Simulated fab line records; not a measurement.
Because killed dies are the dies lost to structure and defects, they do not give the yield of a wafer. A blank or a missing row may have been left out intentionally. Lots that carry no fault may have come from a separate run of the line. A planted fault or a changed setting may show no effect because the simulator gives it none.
fab line records    flow n5-finfet    part 1 of 2: steps 1 to 27 of 35
record: lots: 5  wafers: 15  last-day: 17
route steps=1938 shown BEOL_M1@813 BEOL_M2@841
lots with no fault: from the same line, run without faults
start-h: hours from the record's first day to the start of the lot's first wafer shown    wait-h: time in hours since the lot's previous step    " the same as in the row above    L1.1+2: one row covering several wafers at once    - either no value or no given start    * or withheld: withheld    < > ~ a bound
route shown NAME@n: NAME is a module with steps in the file, n the number in the route of the first one    usual: the fault-free wafers' mean and standard deviation    same: alike in all rows    chamber/n: place in a boat    sites: the reading at each site    _std_site: standard deviation of those values    _edge_site: mean of outer sites minus mean of inner sites    radius-mm: for every site, how far away it sits from the centre of the wafer    mask NAME#n: copy n    behind: the tool/chamber that last shaped the wafer    hold: what put the lot on hold/how long, in hours/how the hold closed    device: names the non-switching transistor (n, p or np)    end of line: tests run on the same wafers once the route is complete    step lacking rows: just its recipe    killed: dies that structure and defects cost at the first sort, which is not the same as the wafer's yield    map: a wafer's dies, x killed, . not, _ none there
set.NAME: the setting the step ran with; set.NAME@STEP: the setting that earlier step ran with    model.NAME: the simulator's own value behind a step, which no gauge read
lots seen at some steps along the route; tables by step, rows by wafer
services: from which hour (start-h, from the record's first day; less than 0 if before it) a tool's chamber was out of use, for how many hours, and why
== steps ==
step: N5_BEOL_M1_CVD_47
recipe: material: Co  target-thk-a: 30  temp-c: withheld  precursor: CCTBA/H2  pressure-torr: 30  time-s: 223.8
lot.wafer   tool       chamber  start-h  wait-h
L078.1+2+3  cvd-co-02  2,0,1    159.74   0.1
L080.1+4+5  cvd-co-01  0,0,1    161.65   0.1
L083.2+5+6  cvd-co-02  1,2,1    186.23   0.1
L090.1+4+6  cvd-co-02  2,1,0    224.21   0.1
L097.1+2+5  cvd-co-02  0,2,0    265.25   0.2
step: N5_BEOL_M1_SPUTTER_48
recipe: material: Cu  target-thk-a: 45  temp-c: -20  chamber-pressure-pa: 0.07  power-w: withheld  time-s: 8.29
usual: throttle-valve-pct: 29.7/0.84
lot.wafer  tool            chamber  start-h  wait-h  throttle-valve-pct
L078.1     pvd-sputter-03  -        160.18   0.4     30.7
L078.2     "               -        "        "       30.1
L078.3     "               -        "        "       29.8
L080.1     pvd-sputter-01  -        161.91   0.2     27.4
L080.4     "               -        "        "       29.8
L080.5     "               -        "        "       29.9
L083.2     pvd-sputter-02  -        188.77   2.5     30.4
L083.5     "               -        "        "       28.6
L083.6     "               -        "        "       29.6
L090.1     pvd-sputter-02  -        224.39   0.1     31.1
L090.4     "               -        "        "       30.5
L090.6     "               -        "        "       29.4
L097.1     pvd-sputter-01  -        265.64   0.3     27.5
L097.2     "               -        "        "       29.8
L097.5     "               -        "        "       27.5
step: N5_BEOL_M1_ANNEAL_49
recipe: temp-c: 400  time-s: 240  ambient: vacuum
usual: heater-power-w: 816/79
lot.wafer  tool            chamber  start-h  wait-h  heater-power-w
L078.1     pvd-sputter-03  -        160.26   0.0     901
L078.2     "               -        "        "       822
L078.3     "               -        "        "       823
L080.1     pvd-sputter-01  -        161.99   0.0     849
L080.4     "               -        "        "       685
L080.5     "               -        "        "       904
L083.2     pvd-sputter-02  -        188.85   0.0     924
L083.5     "               -        "        "       763
L083.6     "               -        "        "       867
L090.1     pvd-sputter-02  -        224.47   0.0     743
L090.4     "               -        "        "       898
L090.6     "               -        "        "       861
L097.1     pvd-sputter-01  -        265.72   0.0     853
L097.2     "               -        "        "       676
L097.5     "               -        "        "       842
step: N5_BEOL_M1_SPUTTER_79
recipe: material: Cu  target-thk-a: 45  temp-c: -20  chamber-pressure-pa: 0.07  power-w: withheld  time-s: 8.29
usual: throttle-valve-pct: 29.7/0.82
lot.wafer  tool            chamber  start-h  wait-h  throttle-valve-pct
L078.1     pvd-sputter-03  -        160.40   0.1     30.2
L078.2     "               -        "        "       30.3
L078.3     "               -        "        "       29.6
L080.1     pvd-sputter-01  -        162.13   0.1     27.4
L080.4     "               -        "        "       29.9
L080.5     "               -        "        "       30.0
L083.2     pvd-sputter-02  -        188.99   0.1     30.4
L083.5     "               -        "        "       29.1
L083.6     "               -        "        "       29.5
L090.1     pvd-sputter-02  -        224.61   0.1     30.8
L090.4     "               -        "        "       30.4
L090.6     "               -        "        "       29.4
L097.1     pvd-sputter-01  -        265.86   0.1     27.5
L097.2     "               -        "        "       29.4
L097.5     "               -        "        "       27.5
step: N5_BEOL_M1_ANNEAL_80
recipe: temp-c: 400  time-s: 240  ambient: vacuum
usual: heater-power-w: 813/77
lot.wafer  tool            chamber  start-h  wait-h  heater-power-w
L078.1     pvd-sputter-03  -        160.48   0.0     888
L078.2     "               -        "        "       830
L078.3     "               -        "        "       837
L080.1     pvd-sputter-01  -        162.21   0.0     862
L080.4     "               -        "        "       679
L080.5     "               -        "        "       883
L083.2     pvd-sputter-02  -        189.07   0.0     919
L083.5     "               -        "        "       778
L083.6     "               -        "        "       825
L090.1     pvd-sputter-02  -        224.69   0.0     756
L090.4     "               -        "        "       912
L090.6     "               -        "        "       866
L097.1     pvd-sputter-01  -        265.94   0.0     839
L097.2     "               -        "        "       678
L097.5     "               -        "        "       834
step: N5_BEOL_M1_SPUTTER_81
recipe: material: Cu  target-thk-a: 45  temp-c: -20  chamber-pressure-pa: 0.07  power-w: withheld  time-s: 8.29
usual: throttle-valve-pct: 29.7/0.83
lot.wafer  tool            chamber  start-h  wait-h  throttle-valve-pct
L078.1     pvd-sputter-03  -        160.62   0.1     30.4
L078.2     "               -        "        "       30.1
L078.3     "               -        "        "       29.6
L080.1     pvd-sputter-01  -        162.35   0.1     27.5
L080.4     "               -        "        "       29.8
L080.5     "               -        "        "       29.8
L083.2     pvd-sputter-02  -        189.21   0.1     30.4
L083.5     "               -        "        "       28.9
L083.6     "               -        "        "       29.3
L090.1     pvd-sputter-02  -        224.83   0.1     30.8
L090.4     "               -        "        "       30.6
L090.6     "               -        "        "       29.5
L097.1     pvd-sputter-01  -        266.08   0.1     27.4
L097.2     "               -        "        "       29.8
L097.5     "               -        "        "       27.6
step: N5_BEOL_M1_ANNEAL_82
recipe: temp-c: 400  time-s: 240  ambient: vacuum
usual: heater-power-w: 817/79
lot.wafer  tool            chamber  start-h  wait-h  heater-power-w
L078.1     pvd-sputter-03  -        160.70   0.0     886
L078.2     "               -        "        "       855
L078.3     "               -        "        "       834
L080.1     pvd-sputter-01  -        162.43   0.0     843
L080.4     "               -        "        "       679
L080.5     "               -        "        "       885
L083.2     pvd-sputter-02  -        189.29   0.0     917
L083.5     "               -        "        "       757
L083.6     "               -        "        "       853
L090.1     pvd-sputter-02  -        224.91   0.0     755
L090.4     "               -        "        "       900
L090.6     "               -        "        "       869
L097.1     pvd-sputter-01  -        266.16   0.0     841
L097.2     "               -        "        "       692
L097.5     "               -        "        "       842
step: N5_BEOL_M1_SPUTTER_86
recipe: material: Cu  target-thk-a: 45  temp-c: -20  chamber-pressure-pa: 0.07  power-w: withheld  time-s: 8.29
usual: throttle-valve-pct: 29.7/0.8
lot.wafer  tool            chamber  start-h  wait-h  throttle-valve-pct
L078.1     pvd-sputter-03  -        160.84   0.1     30.5
L078.2     "               -        "        "       30.1
L078.3     "               -        "        "       29.6
L080.1     pvd-sputter-01  -        162.57   0.1     27.5
L080.4     "               -        "        "       29.5
L080.5     "               -        "        "       29.9
L083.2     pvd-sputter-02  -        189.43   0.1     30.4
L083.5     "               -        "        "       29.1
L083.6     "               -        "        "       29.2
L090.1     pvd-sputter-02  -        225.05   0.1     30.7
L090.4     "               -        "        "       30.5
L090.6     "               -        "        "       29.3
L097.1     pvd-sputter-01  -        266.30   0.1     27.5
L097.2     "               -        "        "       29.9
L097.5     "               -        "        "       27.4
step: N5_BEOL_M1_ANNEAL_87
recipe: temp-c: 400  time-s: 240  ambient: vacuum
usual: heater-power-w: 815/79
lot.wafer  tool            chamber  start-h  wait-h  heater-power-w
L078.1     pvd-sputter-03  -        160.92   0.0     873
L078.2     "               -        "        "       843
L078.3     "               -        "        "       831
L080.1     pvd-sputter-01  -        162.65   0.0     839
L080.4     "               -        "        "       673
L080.5     "               -        "        "       907
L083.2     pvd-sputter-02  -        189.52   0.0     899
L083.5     "               -        "        "       769
L083.6     "               -        "        "       862
L090.1     pvd-sputter-02  -        225.13   0.0     759
L090.4     "               -        "        "       896
L090.6     "               -        "        "       856
L097.1     pvd-sputter-01  -        266.38   0.0     846
L097.2     "               -        "        "       684
L097.5     "               -        "        "       836
step: N5_BEOL_M1_SPUTTER_88
recipe: material: Cu  target-thk-a: 45  temp-c: -20  chamber-pressure-pa: 0.07  power-w: withheld  time-s: 8.29
usual: throttle-valve-pct: 29.7/0.84
lot.wafer  tool            chamber  start-h  wait-h  throttle-valve-pct
L078.1     pvd-sputter-03  -        161.06   0.1     30.8
L078.2     "               -        "        "       30.4
L078.3     "               -        "        "       29.9
L080.1     pvd-sputter-01  -        162.79   0.1     27.2
L080.4     "               -        "        "       29.7
L080.5     "               -        "        "       29.8
L083.2     pvd-sputter-02  -        189.68   0.1     30.4
L083.5     "               -        "        "       29.2
L083.6     "               -        "        "       29.6
L090.1     pvd-sputter-02  -        225.27   0.1     30.7
L090.4     "               -        "        "       30.5
L090.6     "               -        "        "       29.7
L097.1     pvd-sputter-01  -        266.52   0.1     27.5
L097.2     "               -        "        "       29.8
L097.5     "               -        "        "       27.3
step: N5_BEOL_M1_ANNEAL_89
recipe: temp-c: 400  time-s: 240  ambient: vacuum
usual: heater-power-w: 816/78
lot.wafer  tool            chamber  start-h  wait-h  heater-power-w
L078.1     pvd-sputter-03  -        161.14   0.0     915
L078.2     "               -        "        "       827
L078.3     "               -        "        "       841
L080.1     pvd-sputter-01  -        162.87   0.0     852
L080.4     "               -        "        "       679
L080.5     "               -        "        "       882
L083.2     pvd-sputter-02  -        189.77   0.0     921
L083.5     "               -        "        "       792
L083.6     "               -        "        "       834
L090.1     pvd-sputter-02  -        225.35   0.0     751
L090.4     "               -        "        "       895
L090.6     "               -        "        "       825
L097.1     pvd-sputter-01  -        266.60   0.0     836
L097.2     "               -        "        "       691
L097.5     "               -        "        "       857
step: N5_BEOL_M1_SPUTTER_90
recipe: material: Cu  target-thk-a: 45  temp-c: -20  chamber-pressure-pa: 0.07  power-w: withheld  time-s: 8.29
usual: throttle-valve-pct: 29.8/0.84
lot.wafer  tool            chamber  start-h  wait-h  throttle-valve-pct
L078.1     pvd-sputter-03  -        161.28   0.1     30.6
L078.2     "               -        "        "       30.4
L078.3     "               -        "        "       29.6
L080.1     pvd-sputter-01  -        163.01   0.1     27.5
L080.4     "               -        "        "       29.8
L080.5     "               -        "        "       29.9
L083.2     pvd-sputter-02  -        189.92   0.1     30.8
L083.5     "               -        "        "       28.9
L083.6     "               -        "        "       29.7
L090.1     pvd-sputter-02  -        225.49   0.1     30.8
L090.4     "               -        "        "       30.1
L090.6     "               -        "        "       29.6
L097.1     pvd-sputter-01  -        266.74   0.1     27.4
L097.2     "               -        "        "       29.7
L097.5     "               -        "        "       27.5
step: N5_BEOL_M1_ANNEAL_91
recipe: temp-c: 400  time-s: 240  ambient: vacuum
usual: heater-power-w: 816/77
lot.wafer  tool            chamber  start-h  wait-h  heater-power-w
L078.1     pvd-sputter-03  -        161.36   0.0     889
L078.2     "               -        "        "       827
L078.3     "               -        "        "       854
L080.1     pvd-sputter-01  -        163.09   0.0     834
L080.4     "               -        "        "       699
L080.5     "               -        "        "       882
L083.2     pvd-sputter-02  -        190.01   0.0     912
L083.5     "               -        "        "       764
L083.6     "               -        "        "       854
L090.1     pvd-sputter-02  -        225.57   0.0     746
L090.4     "               -        "        "       896
L090.6     "               -        "        "       843
L097.1     pvd-sputter-01  -        266.82   0.0     852
L097.2     "               -        "        "       680
L097.5     "               -        "        "       861
step: N5_BEOL_M1_SPUTTER_92
recipe: material: Cu  target-thk-a: 45  temp-c: -20  chamber-pressure-pa: 0.07  power-w: withheld  time-s: 8.29
usual: throttle-valve-pct: 29.7/0.81
lot.wafer  tool            chamber  start-h  wait-h  throttle-valve-pct
L078.1     pvd-sputter-03  -        161.50   0.1     30.5
L078.2     "               -        "        "       30.4
L078.3     "               -        "        "       29.5
L080.1     pvd-sputter-01  -        163.23   0.1     27.7
L080.4     "               -        "        "       29.8
L080.5     "               -        "        "       29.8
L083.2     pvd-sputter-02  -        190.17   0.1     30.1
L083.5     "               -        "        "       28.6
L083.6     "               -        "        "       29.4
L090.1     pvd-sputter-02  -        225.71   0.1     30.8
L090.4     "               -        "        "       30.5
L090.6     "               -        "        "       29.5
L097.1     pvd-sputter-01  -        266.96   0.1     27.7
L097.2     "               -        "        "       29.7
L097.5     "               -        "        "       27.6
step: N5_BEOL_M1_ANNEAL_93
recipe: temp-c: 400  time-s: 240  ambient: vacuum
usual: heater-power-w: 816/77
lot.wafer  tool            chamber  start-h  wait-h  heater-power-w
L078.1     pvd-sputter-03  -        161.58   0.0     886
L078.2     "               -        "        "       836
L078.3     "               -        "        "       811
L080.1     pvd-sputter-01  -        163.31   0.0     852
L080.4     "               -        "        "       677
L080.5     "               -        "        "       846
L083.2     pvd-sputter-02  -        190.26   0.0     895
L083.5     "               -        "        "       789
L083.6     "               -        "        "       839
L090.1     pvd-sputter-02  -        225.79   0.0     737
L090.4     "               -        "        "       893
L090.6     "               -        "        "       850
L097.1     pvd-sputter-01  -        267.04   0.0     838
L097.2     "               -        "        "       678
L097.5     "               -        "        "       842
step: N5_BEOL_M1_SPUTTER_94
recipe: material: Cu  target-thk-a: 45  temp-c: -20  chamber-pressure-pa: 0.07  power-w: withheld  time-s: 8.29
usual: throttle-valve-pct: 29.7/0.82
lot.wafer  tool            chamber  start-h  wait-h  throttle-valve-pct
L078.1     pvd-sputter-03  -        161.72   0.1     30.5
L078.2     "               -        "        "       30.4
L078.3     "               -        "        "       29.8
L080.1     pvd-sputter-01  -        163.45   0.1     27.7
L080.4     "               -        "        "       29.8
L080.5     "               -        "        "       29.6
L083.2     pvd-sputter-02  -        190.42   0.1     30.5
L083.5     "               -        "        "       29.0
L083.6     "               -        "        "       29.7
L090.1     pvd-sputter-02  -        225.93   0.1     30.8
L090.4     "               -        "        "       30.5
L090.6     "               -        "        "       29.4
L097.1     pvd-sputter-01  -        267.18   0.1     27.7
L097.2     "               -        "        "       29.5
L097.5     "               -        "        "       27.4
step: N5_BEOL_M1_ANNEAL_95
recipe: temp-c: 400  time-s: 240  ambient: vacuum
usual: heater-power-w: 817/79
lot.wafer  tool            chamber  start-h  wait-h  heater-power-w
L078.1     pvd-sputter-03  -        161.80   0.0     867
L078.2     "               -        "        "       826
L078.3     "               -        "        "       839
L080.1     pvd-sputter-01  -        163.53   0.0     838
L080.4     "               -        "        "       680
L080.5     "               -        "        "       898
L083.2     pvd-sputter-02  -        190.51   0.0     914
L083.5     "               -        "        "       775
L083.6     "               -        "        "       869
L090.1     pvd-sputter-02  -        226.01   0.0     754
L090.4     "               -        "        "       933
L090.6     "               -        "        "       844
L097.1     pvd-sputter-01  -        267.26   0.0     855
L097.2     "               -        "        "       676
L097.5     "               -        "        "       850
step: N5_BEOL_M1_SPUTTER_96
recipe: material: Cu  target-thk-a: 45  temp-c: -20  chamber-pressure-pa: 0.07  power-w: withheld  time-s: 8.29
usual: throttle-valve-pct: 29.7/0.81
lot.wafer  tool            chamber  start-h  wait-h  throttle-valve-pct
L078.1     pvd-sputter-03  -        161.94   0.1     30.5
L078.2     "               -        "        "       30.3
L078.3     "               -        "        "       29.6
L080.1     pvd-sputter-01  -        163.67   0.1     27.3
L080.4     "               -        "        "       29.7
L080.5     "               -        "        "       29.7
L083.2     pvd-sputter-02  -        190.67   0.1     30.4
L083.5     "               -        "        "       29.0
L083.6     "               -        "        "       29.2
L090.1     pvd-sputter-02  -        226.15   0.1     30.7
L090.4     "               -        "        "       30.6
L090.6     "               -        "        "       29.3
L097.1     pvd-sputter-01  -        267.40   0.1     27.7
L097.2     "               -        "        "       30.0
L097.5     "               -        "        "       27.6
step: N5_BEOL_M1_ECD_50
recipe: material: Cu  target-thk-a: 3000
lot.wafer   tool       chamber  start-h  wait-h
L078.1+2+3  ecd-cu-01  0,1,0    162.06   0.1
L080.1+4+5  ecd-cu-02  1,0,0    163.79   0.1
L083.2+5+6  ecd-cu-02  0,1,0    190.79   0.1
L090.1+4+6  ecd-cu-01  0,1,1    226.26   0.1
L097.1+2+5  ecd-cu-02  0,1,0    267.52   0.1
step: N5_BEOL_M1_ANNEAL_51
recipe: temp-c: 225  time-s: 90  ambient: N2
usual: wafer_temp_C_max: 226.0/0.4
lot.wafer  tool           chamber  start-h  wait-h  wafer_temp_C_max
L078.1     rtp-anneal-01  0        162.14   0.1     226.2
L078.2     "              0        "        "       226.7
L078.3     "              0        "        "       226.6
L080.1     rtp-anneal-02  0        163.87   0.1     225.9
L080.4     "              0        "        "       225.5
L080.5     "              0        "        "       225.8
L083.2     rtp-anneal-02  0        191.01   0.2     225.6
L083.5     "              0        "        "       225.6
L083.6     "              0        "        "       225.7
L090.1     rtp-anneal-02  0        226.34   0.1     225.8
L090.4     "              0        "        "       225.3
L090.6     "              0        "        "       225.9
L097.1     rtp-anneal-02  0        267.60   0.1     225.2
L097.2     "              0        "        "       225.7
L097.5     "              0        "        "       225.6
step: N5_BEOL_M1_CMP_52
recipe: stop-on: SiOC  t-overpolish-s: 6.8  down-force-psi: 1  platen-rpm: 50  clearing-platen-down-force-psi: 1.5  clearing-platen-rpm: 50  post-cmp-clean: cu-alkaline  target-thk-nm: 40  clearing-platen-pad-velocity-m-s: 0.99484  pad-velocity-m-s: 0.99484
usual: barrier-field-endpoint-s: 24.8/0.88  motor-current-A: 6.2/0.52  overpolish-run-s: 6.801/0.0084  time-to-endpoint-s: 63/5.1
lot.wafer  tool    chamber  start-h  wait-h  barrier-field-endpoint-s  motor-current-A  overpolish-run-s  time-to-endpoint-s
L078.1     cmp-02  1        162.44   0.3     24.1                      6.7              6.798             60
L078.3     "       3        "        "       25.0                      6.2              6.806             61
L078.2     "       0        "        "       24.0                      6.3              6.803             62
L080.4     cmp-01  3        164.16   0.1     26.7                      5.8              6.799             73
L080.1     "       2        "        "       24.0                      6.7              6.799             55
L080.5     "       0        "        "       23.9                      6.4              6.801             58
L083.2     cmp-01  1        191.30   0.2     25.1                      6.1              6.792             64
L083.5     "       0        "        "       23.3                      6.7              6.800             53
L083.6     "       1        "        "       25.3                      5.9              6.806             64
L090.1     cmp-01  2        226.64   0.3     24.0                      6.4              6.799             59
L090.4     "       0        "        "       24.1                      6.6              6.803             55
L090.6     "       2        "        "       24.3                      7.0              6.791             60
L097.1     cmp-01  2        267.97   0.3     24.4                      6.3              6.783             62
L097.2     "       3        "        "       25.1                      6.4              6.798             73
L097.5     "       0        "        "       24.3                      6.6              6.808             59
step: N5_BEOL_M1_THK_MEAS_53
recipe: thk-meas-gauge: xrf  reads: Cu_of_BEOL_M1_ECD_50
usual: M1_THK: 41.6/2.1
lot.wafer  tool           chamber  start-h  wait-h  M1_THK[nm]
L078.1     film-metro-01  -        162.73   -       40.8
L078.2     "              -        "        "       44.1
L078.3     "              -        "        "       43.7
L080.1     film-metro-01  -        164.46   -       39.1
L080.4     "              -        "        "       44.9
L080.5     "              -        "        "       39.5
L083.2     film-metro-02  -        191.55   -       41.1
L083.5     "              -        "        "       40.8
L083.6     "              -        "        "       41.4
L090.1     film-metro-02  -        226.93   -       41.4
L090.4     "              -        "        "       43.3
L090.6     "              -        "        "       41.4
L097.1     film-metro-01  -        268.19   -       39.5
L097.2     "              -        "        "       42.5
L097.5     "              -        "        "       39.9
step: N5_BEOL_M1_PRE_CLEAN_60
recipe: gas: NH3/H2  time-s: 15  temp-c: *  rf-power-w: 300
usual: heater-power-w: 85/7
lot.wafer  tool       chamber  start-h  wait-h  heater-power-w
L078.1     cvd-co-01  0        162.77   0.0     92
L078.2     "          1        "        "       85
L078.3     "          2        "        "       90
L080.1     cvd-co-02  1        164.50   0.0     82
L080.4     "          1        "        "       80
L080.5     "          2        "        "       71
L083.2     cvd-co-01  2        191.59   0.0     90
L083.5     "          1        "        "       88
L083.6     "          0        "        "       91
L090.1     cvd-co-01  1        226.97   0.0     89
L090.4     "          0        "        "       93
L090.6     "          2        "        "       92
L097.1     cvd-co-02  1        268.22   0.0     82
L097.2     "          2        "        "       72
L097.5     "          1        "        "       80
step: N5_BEOL_M1_CO_CAP_55
recipe: material: Co  target-thk-a: 20  temp-c: 200  precursor: CCTBA/H2  pressure-torr: 30  time-s: 102.1
usual: heater-power-w: 236/9.8
lot.wafer  tool       chamber  start-h  wait-h  heater-power-w
L078.1     cvd-co-01  0        162.81   0.0     251
L078.2     "          1        "        "       240
L078.3     "          2        "        "       242
L080.1     cvd-co-02  1        164.54   0.0     230
L080.4     "          1        "        "       232
L080.5     "          2        "        "       217
L083.2     cvd-co-01  2        191.63   0.0     241
L083.5     "          1        "        "       244
L083.6     "          0        "        "       247
L090.1     cvd-co-01  1        227.01   0.0     238
L090.4     "          0        "        "       244
L090.6     "          2        "        "       238
L097.1     cvd-co-02  1        268.26   0.0     225
L097.2     "          2        "        "       220
L097.5     "          1        "        "       230
step: N5_BEOL_M1_PRE_CLEAN_56
recipe: gas: NH3  time-s: 15  temp-c: withheld  rf-power-w: 300
lot.wafer   tool      chamber  start-h  wait-h
L078.1+2+3  pecvd-03  2,0,1    162.90   0.1
L080.1+4+5  pecvd-01  1,0,2    164.63   0.1
L083.2+5+6  pecvd-03  2,1,2    191.72   0.1
L090.1+4+6  pecvd-02  0,2,1    227.10   0.1
L097.1+2+5  pecvd-03  2,1,2    268.36   0.1
step: N5_BEOL_M1_DEP_57
recipe: material: SiCN  target-thk-a: 80  temp-c: withheld  precursor: 3MS/NH3  pressure-torr: 3  rf-w: 202  time-s: 14
usual: showerhead-plenum-p-Torr: 3.673/0.01  throttle-valve-pct: 9.0/0.39
lot.wafer  tool      chamber  start-h  wait-h  showerhead-plenum-p-Torr  throttle-valve-pct
L078.1     pecvd-03  2        162.92   0.0     3.674                     8.6
L078.2     "         0        "        "       3.685                     9.3
L078.3     "         1        "        "       3.670                     9.4
L080.1     pecvd-01  1        164.65   0.0     3.662                     8.9
L080.4     "         0        "        "       3.669                     8.9
L080.5     "         2        "        "       3.682                     8.5
L083.2     pecvd-03  2        191.75   0.0     3.677                     8.8
L083.5     "         1        "        "       3.677                     9.2
L083.6     "         2        "        "       3.678                     8.8
L090.1     pecvd-02  0        227.13   0.0     3.693                     8.7
L090.4     "         2        "        "       3.685                     8.8
L090.6     "         1        "        "       3.658                     9.8
L097.1     pecvd-03  2        268.38   0.0     3.672                     7.9
L097.2     "         1        "        "       3.661                     9.3
L097.5     "         2        "        "       3.678                     8.0
step: N5_BEOL_M1_RS_MEAS_58
recipe: thk-meas-gauge: four-point-probe  reads: Co_of_BEOL_M1_CO_CAP_55+Cu_of_BEOL_M1_ECD_50+Co_of_BEOL_M1_CVD_47+TaN_of_BEOL_M1_ALD_84
usual: M1_RS: 0.66/0.041
lot.wafer  tool           chamber  start-h  wait-h  M1_RS[ohm/sq]
L078.1     film-metro-02  -        162.99   0.0     0.67
L078.2     "              -        "        "       0.61
L078.3     "              -        "        "       0.62
L080.1     film-metro-02  -        164.72   0.0     0.72
L080.4     "              -        "        "       0.60
L080.5     "              -        "        "       0.70
L083.2     film-metro-02  -        191.81   0.1     0.65
L083.5     "              -        "        "       0.66
L083.6     "              -        "        "       0.65
L090.1     film-metro-01  -        227.19   0.0     0.65
L090.4     "              -        "        "       0.62
L090.6     "              -        "        "       0.66
L097.1     film-metro-01  -        268.45   0.0     0.71
L097.2     "              -        "        "       0.64
L097.5     "              -        "        "       0.69
